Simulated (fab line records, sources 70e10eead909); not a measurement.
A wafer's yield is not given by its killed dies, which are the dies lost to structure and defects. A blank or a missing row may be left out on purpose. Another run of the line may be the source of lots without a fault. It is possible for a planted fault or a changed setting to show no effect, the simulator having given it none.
Which tool is to blame? ; flow nand_harc ; Sampling: 11 lots, 33 wafers, 5 of 1302 route steps

== WHAT THE GAUGES SHOWED, per wafer ==
NHARC_A_CHANNEL_HOLE_D1_INSPECT_40.
lot;measured;on;raw_defect_count
L954;day 8 18:40;defect_inspect-01;134 96 97
L955;day 9 00:50;defect_inspect-01;83 108 70
L956;day 9 16:37;defect_inspect-02;84 90 87
L957;day 10 00:18;defect_inspect-02;31 39 48
L958;day 10 04:01;defect_inspect-01;91 113 106
L962;day 11 22:34;defect_inspect-01;91 100 103
L971;day 15 11:13;defect_inspect-02;1232 1319 1271
L970;day 15 12:17;defect_inspect-01;1223 1196 1214
L973;day 16 23:46;defect_inspect-02;72 107 73
L975;day 17 18:47;defect_inspect-01;40 79 74
L976;day 17 20:54;defect_inspect-02;33 44 28

== TOOL THAT RAN EACH LOT (tool first, then ch and the chambers of the sampled wafers, then the start) ==
lot;NHARC_A_CHANNEL_HOLE_D1_ETCH_39;NHARC_A_CHANNEL_HOLE_D1_ETCH_26;NHARC_A_CHANNEL_HOLE_D1_STRIP_42;NHARC_A_CHANNEL_HOLE_D1_STRIP_27
L954;rie_diel-05 ch 0,2, day 8 16:44 or earlier;har_etch-02 ch 0,1, day 8 16:44;rie_diel-08 ch 0,1, day 8 17:33;rie_diel-08 ch 0,1,2, day 8 18:40 or earlier
L955;rie_diel-08 ch 0,3, day 8 22:54 or earlier;har_etch-02 ch 0,1, day 8 22:54;rie_diel-04 ch 1,2, day 8 23:44;rie_diel-04 ch 0,1,2, day 9 00:50 or earlier
L956;rie_diel-08 ch 0,2,3, day 9 15:31 or earlier;har_etch-02 ch 0,1, day 9 15:31 or earlier;rie_diel-05 ch 0,2,3, day 9 15:31;rie_diel-05 ch 0,2,3, day 9 16:37 or earlier
L957;rie_diel-08 ch 0,3, day 9 22:22 or earlier;har_etch-01 ch 0,1, day 9 22:22;rie_diel-08 ch 0,1,3, day 9 23:13;rie_diel-08 ch 2,3, day 10 00:18 or earlier
L958;rie_diel-08 ch 0,1,2, day 10 02:07 or earlier;har_etch-02 ch 0,1, day 10 02:07;rie_diel-08 ch 0,1,3, day 10 02:54;rie_diel-08 ch 0,1, day 10 04:01 or earlier
L962;rie_diel-08 ch 1,3, day 11 20:42 or earlier;har_etch-02 ch 0,1, day 11 20:42;rie_diel-08 ch 0,2,3, day 11 21:28;rie_diel-08 ch 2,3, day 11 22:34 or earlier
L971;rie_diel-08 ch 1,2, day 15 09:07 or earlier;har_etch-02 ch 0,1, day 15 09:07;rie_diel-08 ch 0,2, day 15 09:58;rie_diel-08 ch 1,2, day 15 11:13 or earlier
L970;rie_diel-05 ch 1,3, day 15 09:17 or earlier;har_etch-01 ch 0,1, day 15 09:17;rie_diel-08 ch 0,1, day 15 10:06;rie_diel-08 ch 0,1,2, day 15 12:17 or earlier
L973;rie_diel-04 ch 1,2, day 16 21:53 or earlier;har_etch-02 ch 0,1, day 16 21:53;rie_diel-05 ch 0,2,3, day 16 22:39;rie_diel-05 ch 0,1,2, day 16 23:46 or earlier
L975;rie_diel-08 ch 0,2,3, day 17 16:52 or earlier;har_etch-01 ch 0,1, day 17 16:52;rie_diel-05 ch 1,2,3, day 17 17:40;rie_diel-05 ch 1,2, day 17 18:47 or earlier
L976;rie_diel-05 ch 2,3, day 17 18:59 or earlier;har_etch-02 ch 0,1, day 17 18:59;rie_diel-04 ch 0,1, day 17 19:47;rie_diel-04 ch 0,1,3, day 17 20:54 or earlier
- NHARC_A_CHANNEL_HOLE_D1_ETCH_39: etches the open film in N2/H2, target depth 260 nm, time 325 s.
- NHARC_A_CHANNEL_HOLE_D1_ETCH_26: etches the open film in C4F8/O2/Ar, time 224.1 s, target depth 300 nm.
- NHARC_A_CHANNEL_HOLE_D1_STRIP_42: strips in CF4/CHF3.
- NHARC_A_CHANNEL_HOLE_D1_STRIP_27: strips in O2.

== THE ANSWER, worked out from the rows above alone ==
Rule: usual is defined by the lots themselves. The widest of any qualifying gaps counts: lots, ordered by their means at a reading, are off when they make up no more than a third of the lots, leave a main group of 4 or more, and stand apart from it by 3 or more times the standard deviation of that group's means. A main group whose means are all the same, to the digits that the tables above print for the reading, isn't used. A lot without any number at a reading at which 4 lots or more have one is off too. Any other lot the step has rows for is counted as sound.
Off, at NHARC_A_CHANNEL_HOLE_D1_INSPECT_40 on raw_defect_count: L971, L970. The main group: mean 79, standard deviation 25.
If a tool, at a process step before that reading, ran all the lots that are off and no sound lot after the first of them, it fits. The gauges at NHARC_A_CHANNEL_HOLE_D1_INSPECT_40 are tried like those tools. Because NHARC_A_CHANNEL_HOLE_D1_ETCH_39 lacks a start for some lots, the hours and order of its lots are taken from NHARC_A_CHANNEL_HOLE_D1_STRIP_42. Because NHARC_A_CHANNEL_HOLE_D1_ETCH_26 lacks a start for some lots, the hours and order of its lots are taken from NHARC_A_CHANNEL_HOLE_D1_STRIP_42. Because NHARC_A_CHANNEL_HOLE_D1_STRIP_27 lacks a start for some lots, the hours and order of its lots are taken from NHARC_A_CHANNEL_HOLE_D1_INSPECT_40. One fits: NHARC_A_CHANNEL_HOLE_D1_STRIP_42 and NHARC_A_CHANNEL_HOLE_D1_STRIP_27 on rie_diel-08. At NHARC_A_CHANNEL_HOLE_D1_STRIP_42 its last sound lot is L962 (day 11 21:28), its first lot that is off L971 (day 15 09:58): a fault that began between those two fits.

== WHAT HAD BEEN PUT IN BY THE SIMULATOR ==
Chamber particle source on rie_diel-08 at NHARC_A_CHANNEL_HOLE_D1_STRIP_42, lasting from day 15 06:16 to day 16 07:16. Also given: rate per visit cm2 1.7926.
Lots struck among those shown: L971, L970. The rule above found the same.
